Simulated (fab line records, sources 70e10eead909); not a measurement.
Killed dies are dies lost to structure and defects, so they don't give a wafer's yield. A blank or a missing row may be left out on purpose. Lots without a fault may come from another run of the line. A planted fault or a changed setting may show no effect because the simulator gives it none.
Chamber matching | flow nand_harc | NHARC_A_WL_FILL_ETCHBACK_26 on rie_si-01: 4 sister chambers
The step etches the open film in HBr, target depth 52 nm, time 13.3 s. 7 wafers are shown with their chamber, then 8 later ones without.

WAFERS WITH THEIR CHAMBER
wafer  | chamber | throttle_valve_pct (%) | oes_product_au (a.u.)
L782.2 | 1       | 23.279                 | 0.989
L782.4 | 0       | 23.267                 | 0.997
L792.5 | 1       | 23.264                 | 0.994
L793.2 | 2       | 23.275                 | 0.987
L795.5 | 2       | 23.270                 | 0.994
L795.6 | 3       | 23.262                 | 0.992
L798.2 | 3       | 23.260                 | 1.000

WAFERS WITHOUT THEIR CHAMBER
wafer  | throttle_valve_pct (%) | oes_product_au (a.u.)
L798.3 | 23.274                 | 1.010
L798.6 | 23.268                 | 1.004
L799.2 | 23.257                 | 1.004
L799.3 | 23.264                 | 1.018
L799.5 | 23.275                 | 0.992
L800.3 | 23.266                 | 0.999
L800.5 | 23.274                 | 0.985
L800.6 | 23.258                 | 0.992

WHICH CHAMBER EACH WENT THROUGH
wafer  | from the rows above               | in truth
L798.3 | can't be placed: 0 or 3 or 1 or 2 | 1
L798.6 | can't be placed: 0 or 3 or 1 or 2 | 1
L799.2 | can't be placed: 3 or 0 or 1 or 2 | 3
L799.3 | can't be placed: 0 or 3 or 1 or 2 | 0
L799.5 | can't be placed: 2 or 1 or 0 or 3 | 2
L800.3 | can't be placed: 0 or 3 or 1 or 2 | 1
L800.5 | can't be placed: 2 or 1 or 0 or 3 | 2
L800.6 | can't be placed: 3 or 0 or 1 or 2 | 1
Placed correctly: 0 of 8. Can't be placed from these rows: 8 (the true chamber is among the candidates in 8). Placed wrongly: 0.
How it was worked out, from the rows above alone: a wafer's distance from a chamber is the root of the sum, over the readings, of the square of ((its reading less the chamber's mean) divided by the reading's scatter). The wafer belongs to the nearest chamber; if the next one is less than 2 further off, it can't be placed. A chamber's mean is the mean of its shown wafers. The scatter: the root of (the sum of the squares of (reading less its chamber's mean) over the shown wafers, divided by (wafers less chambers)).
